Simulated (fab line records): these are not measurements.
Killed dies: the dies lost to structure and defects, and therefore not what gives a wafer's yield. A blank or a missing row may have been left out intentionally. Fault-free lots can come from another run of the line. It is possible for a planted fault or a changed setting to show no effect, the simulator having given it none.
Chamber matching -- flow nandHarc -- rieDiel-12 running NHARC_A_SLIT_ETCH_29: 4 sister chambers
The step etches the open film in CF4/O2, target depth 100 nm, overetch 10 nm, time 55 s. 24 wafers are shown with their chamber, then 12 later ones without.

WAFERS PAIRED WITH THEIR CHAMBERS
wafer,chamber,showerheadPlenumPTorr (Torr),drypumpMotorCurrentA (A),oesProductAu (a.u.)
L074.1,2,1.38,5.57,1.000
L074.3,1,1.43,5.14,0.988
L074.4,3,1.42,5.95,0.984
L076.1,0,1.30,5.70,1.010
L076.2,1,1.43,5.15,0.998
L076.6,3,1.42,5.95,0.973
L075.3,1,1.43,5.13,0.983
L075.4,0,1.30,5.70,1.001
L075.5,0,1.30,5.71,1.002
L079.1,1,1.43,5.15,0.990
L079.3,2,1.37,5.58,0.994
L079.5,1,1.43,5.16,0.998
L080.1,2,1.37,5.57,1.000
L080.4,1,1.43,5.14,1.001
L080.5,1,1.43,5.14,0.992
L083.1,2,1.37,5.54,1.002
L083.2,1,1.43,5.15,0.980
L083.5,3,1.42,5.92,0.990
L085.3,0,1.29,5.71,1.011
L085.4,2,1.37,5.59,0.990
L085.5,3,1.42,5.96,0.984
L090.2,0,1.29,5.69,1.028
L090.4,1,1.43,5.16,0.987
L090.6,2,1.37,5.54,1.004

SIGNATURES, as means of the wafers listed above
reading,chamber 0,chamber 1,chamber 2,chamber 3,scatter within a chamber
showerheadPlenumPTorr,1.2960,1.4300,1.3717,1.4200,0.00319
drypumpMotorCurrentA,5.7020,5.1467,5.5650,5.9450,0.0144
oesProductAu,1.01040,0.99078,0.99833,0.98275,0.00764
Rule: distance of a wafer from a chamber = root of the sum over the readings of ((wafer's reading minus chamber's mean) / reading's scatter) squared. The wafer belongs to the nearest chamber; if the next one is less than 2 further off, it can't be placed. The scatter: the root of (the sum of the squares of (reading less its chamber's mean) over the shown wafers, divided by (wafers less chambers)).

WAFERS WHOSE CHAMBER IS MISSING
wafer,showerheadPlenumPTorr (Torr),drypumpMotorCurrentA (A),oesProductAu (a.u.)
L092.2,1.43,5.15,1.006
L092.3,1.29,5.71,1.017
L092.6,1.37,5.55,1.001
L093.1,1.37,5.56,1.001
L093.3,1.43,5.17,0.992
L093.5,1.43,5.19,1.001
L097.1,1.37,5.57,0.994
L097.2,1.42,5.93,0.987
L097.5,1.37,5.55,1.003
L096.3,1.37,5.59,1.003
L096.4,1.43,5.14,0.986
L096.5,1.43,5.14,0.996

EACH ONE'S CHAMBER
wafer,from the rows above,in truth
L092.2,1,1
L092.3,0,0
L092.6,2,2
L093.1,2,2
L093.3,1,1
L093.5,1,1
L097.1,2,2
L097.2,3,3
L097.5,2,2
L096.3,2,2
L096.4,1,1
L096.5,1,1
Placed correctly: 12 of 12. Left unplaced by these rows: 0. Number placed wrongly: 0.
